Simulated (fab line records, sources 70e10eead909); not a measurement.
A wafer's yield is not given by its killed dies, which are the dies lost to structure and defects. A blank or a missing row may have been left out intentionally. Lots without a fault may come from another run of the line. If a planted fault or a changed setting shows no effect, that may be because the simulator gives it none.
fab line records | flow nand_harc
record: lots: 13 wafers: 39 last_day: 24
route steps=1159 shown A_CONTACT@935 END@1159
lots untouched by any fault: they come from a run of this same line in which no faults occurred
start_h: start of the lot's first displayed wafer, in hours after the record's first day | wait_h: hours from the lot's prior step to this one | " repeats the value in the row above | L1.1+2: several wafers, shown together as one row | - either no value or no given start | * or withheld: withheld | < > ~ a bound
route shown NAME@n: names a module that has steps shown in the file, with the first one's number in the route | usual: the fault-free wafers' mean and standard deviation | same: alike in all rows | chamber/n: place in a boat | sites: readings site by site | _std_site: their standard deviation | _edge_site: the outer-site mean with the inner-site mean subtracted | radius_mm: for every site, how far away it sits from the centre of the wafer | mask NAME#n: copy n | behind: the last tool/chamber to shape the wafer | hold: what put the lot on hold/how long, in hours/how the hold closed | device: the n, p or np transistor that did not switch | end of line: at the end of the route, the tests of the same wafers | for a step that has no rows: nothing shown but its recipe | killed: count of dies lost to structure and defects at first sort (not the wafer's yield) | map: shows each die of a wafer: x if killed, . if not, _ if none is there
set.NAME: the setting the step ran with; set.NAME@STEP: the setting that earlier step ran with | model.NAME: the simulator's own value behind a step, which no gauge read
steps of the route over a sample of lots; a table a step, a row a wafer
services: the hour from which a tool's chamber was out of use, counted from the record's first day as start_h (under 0 if before that day), plus the number of hours and why
== steps ==
step: NHARC_A_CONTACT_CD_MEAS_08
recipe: target_cd_nm: 100 landing_energy_ev: 500
usual: cd_nm: 99.9/0.72
columns lot.wafer tool chamber start_h wait_h cd_nm
L149.3 cd_sem-01 0 389.77 - 99.7
L149.4 " 0 " " 98.8
L149.6 " 0 " " 98.0
L150.2 cd_sem-03 0 404.53 - 99.4
L150.3 " 0 " " 99.6
L150.5 " 0 " " 100.3
L151.2 cd_sem-03 0 422.22 - 99.7
L151.3 " 0 " " 99.8
L151.6 " 0 " " 99.7
L152.2 cd_sem-03 0 423.65 - 99.4
L152.4 " 0 " " 101.1
L152.6 " 0 " " 100.5
L153.1 cd_sem-01 0 427.41 - 99.5
L153.2 " 0 " " 99.7
L153.4 " 0 " " 98.8
L154.1 cd_sem-03 0 435.58 - 99.1
L154.3 " 0 " " 101.0
L154.5 " 0 " " 99.9
L155.1 cd_sem-03 0 435.90 - 99.2
L155.3 " 0 " " 100.1
L155.5 " 0 " " 99.7
L156.1 cd_sem-03 0 439.69 - 100.0
L156.2 " 0 " " 100.7
L156.6 " 0 " " 100.5
L157.1 cd_sem-03 0 447.09 - 99.9
L157.4 " 0 " " 99.6
L157.5 " 0 " " 100.1
L159.2 cd_sem-01 0 452.67 - 100.3
L159.4 " 0 " " 100.2
L159.5 " 0 " " 99.0
L160.2 cd_sem-03 0 476.81 - 100.6
L160.3 " 0 " " 99.9
L160.6 " 0 " " 99.1
L161.1 cd_sem-03 0 480.81 - 99.6
L161.2 " 0 " " 99.5
L161.5 " 0 " " 99.9
L167.1 cd_sem-03 0 519.86 - 98.7
L167.3 " 0 " " 99.1
L167.6 " 0 " " 99.4
step: NHARC_A_CONTACT_ETCH_89
recipe: target_depth_a: 2600 over_etch_frac: 0.3 time_s: 475.3 ion_energy_ev: 200 n2_flow_sccm: 150 h2_flow_sccm: 150 ar_flow_sccm: 0 rf_w: 400 bias_w: 150 chemistry: N2/H2
usual: drypump_motor_current_A: 5.9/0.38 oes_product_au: 1.002/0.012 rf_fwd_power_W: 399.6/1.2 rf_vpp_V: 430/3.1 run_length_s: 496.7/0.37 showerhead_plenum_p_Torr: 2.03/0.11 throttle_valve_pct: 14.172/0.0083
columns lot.wafer tool chamber start_h wait_h drypump_motor_current_A oes_product_au rf_fwd_power_W rf_hours_counter_h rf_vpp_V run_length_s showerhead_plenum_p_Torr throttle_valve_pct
L149.4 rie_diel-03 2 390.19 - 5.5 0.996 399.2 36 433 496.5 2.15 14.182
L149.3 " 3 " " 6.7 0.975 400.0 35 430 496.8 1.97 14.163
L149.6 " 0 " " 5.9 1.005 400.7 - 430 496.0 2.02 14.156
L150.3 rie_diel-11 2 404.99 - 6.1 0.996 399.4 10 436 496.7 2.19 14.157
L150.2 " 3 " " 6.6 1.004 400.6 10 426 496.4 1.90 14.183
L150.5 " 1 " " 5.7 1.010 397.5 - 434 497.2 2.17 14.164
L151.2 rie_diel-12 3 422.61 - 5.5 0.991 398.2 13 432 497.1 2.09 14.181
L151.3 " 1 " " 5.9 1.006 399.7 11 434 497.4 2.19 14.179
L151.6 " 2 " " 5.3 1.014 399.4 - 427 496.9 1.91 14.168
L152.4 rie_diel-03 0 424.08 - 6.0 1.013 398.2 4 431 496.0 2.02 14.163
L152.2 " 1 " " 6.0 1.003 395.5 4 427 496.3 1.90 14.174
L152.6 " 3 " " 6.7 1.006 399.8 - 429 496.4 1.97 14.167
L153.1 rie_diel-03 0 427.77 - 5.9 1.007 399.7 6 430 496.7 2.02 14.179
L153.4 " 2 " " 5.6 0.995 398.9 5 434 496.7 2.14 14.176
L153.2 " 3 " " 6.7 0.992 398.1 5 427 496.5 1.97 14.180
L154.1 rie_diel-03 0 435.94 - 5.9 1.002 401.0 8 429 496.3 2.02 14.176
L154.3 " 3 " " 6.7 0.994 400.0 7 429 496.8 1.97 14.159
L154.5 " 0 " " 5.9 1.007 399.9 - 430 496.2 2.02 14.173
L155.3 rie_diel-12 2 436.26 - 5.3 1.018 400.0 17 427 496.8 1.91 14.167
L155.1 " 3 " " 5.5 1.000 400.5 17 433 496.8 2.09 14.189
L155.5 " 2 " " 5.4 1.012 402.7 - 425 497.1 1.91 14.183
L156.1 rie_diel-12 2 440.05 - 5.4 1.015 399.9 18 428 496.8 1.91 14.167
L156.2 " 0 " " 6.1 0.998 399.1 18 432 496.0 2.11 14.181
L156.6 " 2 " " 5.4 1.012 399.9 - 427 496.9 1.91 14.167
L157.4 rie_diel-03 2 447.45 - 5.5 0.995 399.3 8 433 496.4 2.14 14.160
L157.1 " 0 " " 5.9 1.004 401.6 10 431 496.1 2.02 14.168
L157.5 " 3 " " 6.6 1.011 398.8 - 429 496.7 1.97 14.181
L159.2 rie_diel-11 3 453.03 - 6.6 1.010 399.7 27 427 496.7 1.89 14.183
L159.4 " 0 " " 5.8 0.976 400.6 28 428 496.9 1.92 14.168
L159.5 " 0 " " 5.8 0.974 400.9 - 427 496.8 1.92 14.162
L160.2 rie_diel-12 3 477.30 - 5.5 1.000 399.8 32 430 497.2 2.09 14.157
L160.3 " 0 " " 6.0 0.996 400.3 31 433 496.2 2.10 14.180
L160.6 " 1 " " 5.9 0.990 398.9 - 433 497.4 2.19 14.165
L161.2 rie_diel-03 1 481.21 - 6.0 1.000 399.4 17 427 496.3 1.89 14.186
L161.1 " 3 " " 6.7 0.986 400.8 14 429 496.5 1.97 14.160
L161.5 " 1 " " 6.0 0.998 401.1 - 427 496.9 1.89 14.164
L167.3 rie_diel-11 1 520.27 - 5.7 1.040 401.5 47 434 496.8 2.16 14.173
L167.1 " 2 " " 6.1 1.012 - 44 434 372.3 2.18 14.169
L167.6 " 1 " " 5.7 1.035 400.3 - 434 496.8 2.16 14.175
step: NHARC_A_CONTACT_ETCH_135
recipe: source_w: withheld pressure_mtorr: 20 bias_v: 3000 time_s: 132 target_depth_a: 12870 ar_flow_sccm: withheld c4f8_flow_sccm: withheld o2_flow_sccm: withheld chemistry: C4F8/O2/Ar
usual: run_length_s: 132/0
columns lot.wafer tool chamber start_h wait_h rf_hours_counter_h run_length_s
L149.4 har_cap_etch-02 0 391.26 0.2 - 132
L149.3 " 1 " " - 132
L149.6 " 0 " " - 132
L150.2 har_cap_etch-02 1 405.98 0.2 14 132
L150.3 " 1 " " - 132
L150.5 " 0 " " - 132
L151.2 har_cap_etch-01 0 423.65 0.2 67 132
L151.3 " 1 " " - 132
L151.6 " 0 " " - 132
L152.2 har_cap_etch-01 1 425.05 0.2 68 132
L152.4 " 1 " " - 132
L152.6 " 0 " " - 132
L153.2 har_cap_etch-02 1 428.79 0.2 18 132
L153.1 " 0 " " 18 132
L153.4 " 1 " " - 132
L154.1 har_cap_etch-03 1 436.98 0.2 90 132
L154.3 " 1 " " - 132
L154.5 " 1 " " - 132
L155.1 har_cap_etch-02 0 437.27 0.2 20 132
L155.3 " 0 " " - 132
L155.5 " 1 " " - 132
L156.2 har_cap_etch-02 1 441.06 0.2 21 132
L156.1 " 0 " " 21 132
L156.6 " 0 " " - 132
L157.1 har_cap_etch-03 0 448.49 0.2 92 132
L157.4 " 0 " " - 132
L157.5 " 0 " " - 132
L159.2 har_cap_etch-02 0 454.06 0.2 23 132
L159.4 " 1 " " - 132
L159.5 " 0 " " - 132
L160.2 har_cap_etch-01 1 478.28 0.2 80 132
L160.3 " 1 " " - 132
L160.6 " 0 " " - 132
L161.2 har_cap_etch-01 1 482.19 0.2 80 132
L161.1 " 0 " " 80 132
L161.5 " 0 " " - 132
L167.1 har_cap_etch-02 0 521.26 0.2 35 132
L167.3 " 1 " " - 132
L167.6 " 0 " " - 132
step: NHARC_A_CONTACT_ETCH_138
recipe: source_w: withheld pressure_mtorr: 20 bias_v: 3000 time_s: 132 target_depth_a: 12890 ar_flow_sccm: withheld c4f8_flow_sccm: withheld o2_flow_sccm: withheld chemistry: C4F8/O2/Ar
usual: run_length_s: 132/0
columns lot.wafer tool chamber start_h wait_h rf_hours_counter_h run_length_s
L149.4 har_cap_etch-02 0 391.75 0.1 - 132
L149.3 " 1 " " - 132
L149.6 " 0 " " - 132
L150.2 har_cap_etch-02 1 406.35 0.1 14 132
L150.3 " 1 " " - 132
L150.5 " 0 " " - 132
L151.2 har_cap_etch-01 0 424.02 0.1 67 132
L151.3 " 1 " " - 132
L151.6 " 0 " " - 132
L152.2 har_cap_etch-01 1 425.42 0.1 68 132
L152.4 " 1 " " - 132
L152.6 " 0 " " - 132
L153.2 har_cap_etch-02 1 429.16 0.1 19 132
L153.1 " 0 " " 19 132
L153.4 " 1 " " - 132
L154.1 har_cap_etch-03 1 437.35 0.1 90 132
L154.3 " 1 " " - 132
L154.5 " 1 " " - 132
L155.1 har_cap_etch-02 0 437.64 0.1 21 132
L155.3 " 0 " " - 132
L155.5 " 1 " " - 132
L156.2 har_cap_etch-02 1 441.43 0.1 21 132
L156.1 " 0 " " 21 132
L156.6 " 0 " " - 132
L157.1 har_cap_etch-03 0 448.86 0.1 92 132
L157.4 " 0 " " - 132
L157.5 " 0 " " - 132
L159.2 har_cap_etch-02 0 454.43 0.1 23 132
L159.4 " 1 " " - 132
L159.5 " 0 " " - 132
L160.2 har_cap_etch-01 1 478.64 0.1 80 132
L160.3 " 1 " " - 132
L160.6 " 0 " " - 132
L161.2 har_cap_etch-01 1 482.56 0.1 81 132
L161.1 " 0 " " 81 132
L161.5 " 0 " " - 132
L167.1 har_cap_etch-02 0 521.62 0.1 36 132
L167.3 " 1 " " - 132
L167.6 " 0 " " - 132
step: NHARC_END_SORT_01
recipe: temp_c: 25
usual: killed_at_array: 25/10 killed_at_other: 0.6/0.91 killed_at_periphery: 3.6/2.9 killed_dies: 29/10 killed_open: 3.3/2 killed_short: 1.9/1.5
same: gross_dies: 677
columns lot.wafer tool chamber start_h wait_h killed_at_array killed_at_other killed_at_periphery killed_dies killed_open killed_short
L167.1 prober-01 0 573.20 2.5 433 0 8 441 4 0
L167.3 prober-01 0 574.81 3.1 13 0 4 17 5 2
L167.6 prober-01 0 577.22 4.0 14 0 8 22 4 3
killed by level:class
L167.1 A_CONTACT:area_etch=419 A_CHANNEL_HOLE_D1:chamber_film_flake=8 P_GATE:chamber_film_flake=5 A_STAIRCASE:chamber_film_flake=2 A_WL_FILL:chamber_film_flake=2 P_CONTACT:geometric_particle:open=1 P_M0:geometric_particle:open=1 A_CHANNEL_FILL_D1:geometric_particle:open=1
L167.3 A_CHANNEL_HOLE_D1:chamber_film_flake=5 A_CONTACT:chamber_film_flake=2 P_M0:geometric_particle:open=1 P_M2:geometric_particle:open=1 A_SOURCE_PLATE:geometric_particle:short=1 A_ONON_D1:geometric_particle:short=1 A_CONTACT:geometric_particle:open=1 A_BLC:geometric_particle:open=1
L167.6 A_CHANNEL_HOLE_D1:chamber_film_flake=5 A_CONTACT:chamber_film_flake=3 P_ZERO_WELL:chamber_film_flake=2 P_GATE:chamber_film_flake=2 A_STAIRCASE:chamber_film_flake=2 P_GATE:geometric_particle:short=1 P_CONTACT:geometric_particle:open=1 P_M0:geometric_particle:short=1
== services ==
columns tool chamber start_h hours kind
rie_diel-11 - 366.55 9.0 pm
rie_diel-03 0 371.53 - clean
rie_diel-03 1 371.53 - clean
rie_diel-03 2 371.53 - clean
rie_diel-03 3 371.53 - clean
rie_diel-12 - 379.53 9.0 pm
rie_diel-11 1 383.84 2.7 repair
rie_diel-03 - 392.30 9.0 pm
rie_diel-03 0 392.30 9.0 vent_cycle
rie_diel-03 1 392.30 9.0 vent_cycle
rie_diel-03 2 392.30 9.0 vent_cycle
rie_diel-03 3 392.30 9.0 vent_cycle
rie_diel-03 0 401.30 - clean
rie_diel-03 1 401.30 - clean
rie_diel-03 2 401.30 - clean
rie_diel-03 3 401.30 - clean
rie_diel-12 0 411.76 5.7 repair
rie_diel-03 0 425.80 - clean
har_cap_etch-01 - 460.12 0.6 repair
rie_diel-11 2 465.19 1.2 repair
rie_diel-03 3 487.54 6.7 repair
rie_diel-11 2 507.23 4.9 repair
rie_diel-12 3 510.43 4.7 repair
rie_diel-03 3 517.52 6.5 repair
== key ==
first_sign: step: NHARC_A_CONTACT_ETCH_89 reading: run_length_s direction: down sigmas: 99+ usual: * struck: *
effect: step: NHARC_END_SORT_01 reading: killed_dies direction: up sigmas: 40 usual: 29 struck: 441
more_kills_born_at: NHARC_A_CONTACT_ETCH_89@rie_diel-11: 419
met_at NHARC_A_CONTACT_ETCH_89
struck_lots L167
struck_wafers L167.1
later_rows_left_out L167.1
tester_left_out L167
not_acting_at NHARC_A_CONTACT_CD_MEAS_08,NHARC_A_CONTACT_ETCH_135,NHARC_A_CONTACT_ETCH_138
onset_between 404.99 520.27
fault: kind: process_parameter_drift tool: rie_diel-11 chamber: 2 onset_h: 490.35 steps: NHARC_A_CONTACT_ETCH_89 channel: time_s offset: * shape: step end_h: 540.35 acts_in: * stated: *
tester_left_out: of these lots the tester's yield and bins aren't shown, on N5 and GAA mostly nor the transistor test; their killed dies are dies lost to structure and defects alone, not to doping, threshold or leakage, so they don't give the yield
later_rows_left_out: the simulator's readings of these wafers behind a module that went badly wrong aren't trusted and aren't shown, but for the sort
